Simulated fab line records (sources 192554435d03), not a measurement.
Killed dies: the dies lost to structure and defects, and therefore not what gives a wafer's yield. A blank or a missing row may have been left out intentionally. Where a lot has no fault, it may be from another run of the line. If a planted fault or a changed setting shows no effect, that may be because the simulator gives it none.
Comparing a struck lot with a sound one | flow n5 finfet | 16 out of 1938 route steps
Sound: wafers L107.1, L107.5, L107.6. Struck: wafer L115.6 (left out: L115.2, L115.5 of the same lot, which were not struck); the cause appears at the end.
Per side, at each step with rows, come the tool, then ch with its chambers, and then its first start. Under that, the readings that differ: sound wafers | struck wafers | difference of the means | sigmas: that difference in standard deviations of wafers without a fault.
alike: words and numbers the same on both sides, and readings whose means are apart by under 2 such deviations; not compared: readings that were withheld, readings missing a value for some wafer, numbers with overlapping values and no deviation given by the record, and bounds like >300 which may hide the same value.
Wherever a step has rows on one side only, a row that says differs or no value, or a row with sigmas, the two part there. Numbers that don't overlap but have no deviation are shown without sigmas and don't part them. Lack of a reading on every wafer of one side parts them only where that side has two or more wafers.

first, 4 steps without rows for these wafers: N5_HKMG_FIN_SOFTBAKE_07 (time 60 s); N5_HKMG_FIN_EXPOSE_09 (exposes mask NWFM); N5_HKMG_FIN_PEB_10 (peb time 60 s); N5_HKMG_FIN_DEVELOP_11 (develop time 30 s).
N5_HKMG_FIN_CD_MEAS_12 targets a cd of 92.8 nm.
  sound on cd sem-02 ch 0, day 6 14:34; struck on cd sem-02 ch 0, day 8 16:35
  alike: cd nm
N5_HKMG_FIN_OVL_MEAS_13:
  sound on overlay-01 ch 0, day 6 14:36; struck on overlay-02 ch 0, day 8 16:37
  alike: NWFM_OVL
N5_HKMG_FIN_INSPECT_14: inspects for defects (macro).
  sound on defect inspect-01, day 6 14:38; struck on defect inspect-01, day 8 16:38
  alike: raw defect count
N5_HKMG_FIN_DESCUM_17: chemistry O2, time 7.9 s.
  sound on rie diel-06 ch 1,3, day 6 14:40; struck on rie diel-06 ch 0, day 8 16:44
  alike: drypump motor current A, oes product au, rf vpp V, showerhead plenum p Torr, throttle valve pct
  not compared: rf hours counter h
N5_HKMG_FIN_ETCH_31: etches SiARC in CF4, target depth 45.5 nm, time 75.8 s.
  sound on rie diel-06 ch 1,3, day 6 14:42; struck on rie diel-06 ch 0, day 8 16:46
  reading               | sound          | struck | difference | sigmas
  etch rf on time s (s) | 72.0 71.9 70.7 | 77.1   | +5.6       | +2
  alike: bias w, drypump motor current A, oes product au, rf vpp V, showerhead plenum p Torr, throttle valve pct
  not compared: rf hours counter h
N5_HKMG_FIN_ETCH_32: etches SOC in N2/H2, target depth 240 nm, time 300 s.
  sound on rie diel-06 ch 1,3, day 6 14:45; struck on rie diel-06 ch 0, day 8 16:49
  alike: bias w, drypump motor current A, oes product au, rf vpp V, run length s, showerhead plenum p Torr, throttle valve pct
  not compared: rf hours counter h
then, 1 step without rows for these wafers: N5_HKMG_FIN_STRIP_33 (strips in N2/H2).
N5_HKMG_FIN_STRIP_34: strips in CF4.
  sound on rie diel-06 ch 1,3, day 6 14:56; struck on rie diel-06 ch 0, day 8 17:01
  alike: drypump motor current A, oes product au, rf vpp V, showerhead plenum p Torr, throttle valve pct
  not compared: rf hours counter h
N5_HKMG_FIN_ETCH_35: etches SOC in N2/H2, target depth 215.8 nm, time 243.4 s.
  sound on rie diel-06 ch 1,3, day 6 14:58; struck on rie diel-06 ch 0, day 8 17:02
  reading                                   | sound             | struck | difference | sigmas
  run length s (s)                          | 267.2 267.4 266.2 | 328.5  | +61.6      | +99 or more
  model.etch.depth nm (nm)                  | 226.6 228.2 229.8 | 261.1  | +32.9      |
  model.SOC_of_HKMG_FIN_COAT_29.thk nm (nm) | 73.6 72 70.6      | 40     | -32        |
  model.HKMG_FIN.feature depth nm (nm)      | 226.6 228.2 229.8 | 261    | +33        |
  alike: bias w, drypump motor current A, oes product au, rf vpp V, showerhead plenum p Torr, throttle valve pct
  not compared: rf hours counter h
N5_HKMG_FIN_STRIP_92: strips SOC in N2/H2, time 20 s.
  sound on rie diel-06 ch 1,3, day 6 15:07; struck on rie diel-06 ch 0, day 8 17:11
  reading                                   | sound          | struck | difference | sigmas
  rf vpp V (V)                              | 53.6 53.7 53.2 | 55.7   | +2.2       | +3
  model.SOC_of_HKMG_FIN_COAT_29.thk nm (nm) | 63 61.2 59.4   | 29.8   | -31.4      |
  alike: drypump motor current A, oes product au, showerhead plenum p Torr, throttle valve pct
  not compared: rf hours counter h
then, 1 step without rows for these wafers: N5_HKMG_FIN_WET_ETCH_18 (etches TiN in SC1, time 55 s, target depth 5.2 nm, rinse time 30 s).
-- record jumps: 5 days separate the struck wafers' starts on either side; left off in module HKMG_FIN, taken up again in module BEOL_M4, whose first shown step is the route's number 1111 --
N5_BEOL_M4_RC_MEAS_101:
  sound on prober-02 ch 0, day 10 03:53; struck on prober-02 ch 0, day 13 08:17
  reading        | sound          | struck | difference | sigmas
  DIBL_N (mV/V)  | 39.1 38.5 39.4 | 31.0   | -8.0       | -3
  DIBL_P (mV/V)  | 39.8 39.3 38.7 | 31.9   | -7.4       | -2
  IOFF_N (nA/um) | 0.19 0.18 0.22 | 0.10   | -0.10      | -2
  IOFF_P (nA/um) | 0.24 0.24 0.23 | 0.12   | -0.12      | -2
  ION_N (uA/um)  | 691 677 677    | 648    | -34        | -2
  ION_P (uA/um)  | 469 461 456    | 441    | -21        | -2
  SS_N (mV/dec)  | 72.4 72.4 73.0 | 69.8   | -2.8       | -3
  VT_P (mV)      | -252 -250 -251 | -259   | -8         | -2
  alike: SS_P, VT_N

== WHERE THEY PART ==
At N5_HKMG_FIN_ETCH_31 first; at N5_BEOL_M4_RC_MEAS_101 last (within this record only).

WHY: the cause the simulator had injected
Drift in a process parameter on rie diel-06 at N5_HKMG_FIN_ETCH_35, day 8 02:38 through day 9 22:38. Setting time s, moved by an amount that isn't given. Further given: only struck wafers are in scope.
